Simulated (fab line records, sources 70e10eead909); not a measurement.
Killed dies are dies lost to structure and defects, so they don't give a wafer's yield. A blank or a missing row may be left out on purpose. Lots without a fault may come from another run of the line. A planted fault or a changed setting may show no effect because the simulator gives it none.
Chamber matching | flow nand_harc | NHARC_A_CHANNEL_FILL_D1_STRIP_28 on rie_diel-09: 4 sister chambers
The step strips in O2, time 20 s. 4 wafers are shown with their chamber, then 10 later ones without.

WAFERS WITH THEIR CHAMBER
wafer  | chamber | showerhead_plenum_p_Torr (Torr)
L092.4 | 3       | 3.78
L092.6 | 0       | 3.56
L094.3 | 2       | 3.77
L094.4 | 1       | 3.66

WAFERS WITHOUT THEIR CHAMBER
wafer  | showerhead_plenum_p_Torr (Torr)
L094.5 | 3.55
L095.2 | 3.66
L095.3 | 3.55
L095.6 | 3.55
L097.1 | 3.78
L097.2 | 3.55
L097.3 | 3.66
L097.4 | 3.77
L097.5 | 3.78
L097.6 | 3.55

WHICH CHAMBER EACH WENT THROUGH
wafer  | from the rows above     | in truth
L094.5 | 0                       | 0
L095.2 | 1                       | 1
L095.3 | 0                       | 0
L095.6 | 0                       | 0
L097.1 | can't be placed: 3 or 2 | 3
L097.2 | 0                       | 0
L097.3 | 1                       | 1
L097.4 | can't be placed: 2 or 3 | 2
L097.5 | can't be placed: 3 or 2 | 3
L097.6 | 0                       | 0
Placed correctly: 7 of 10. Can't be placed from these rows: 3 (the true chamber is among the candidates in 3). Placed wrongly: 0.
How it was worked out, from the rows above alone: a wafer's distance from a chamber is the root of the sum, over the readings, of the square of ((its reading less the chamber's mean) divided by the reading's scatter). The wafer belongs to the nearest chamber; if the next one is less than 2 further off, it can't be placed. A chamber's mean is the mean of its shown wafers. The scatter: with one shown wafer a chamber, the root of the mean of the squares of how far each hidden wafer lies from its nearest shown one.
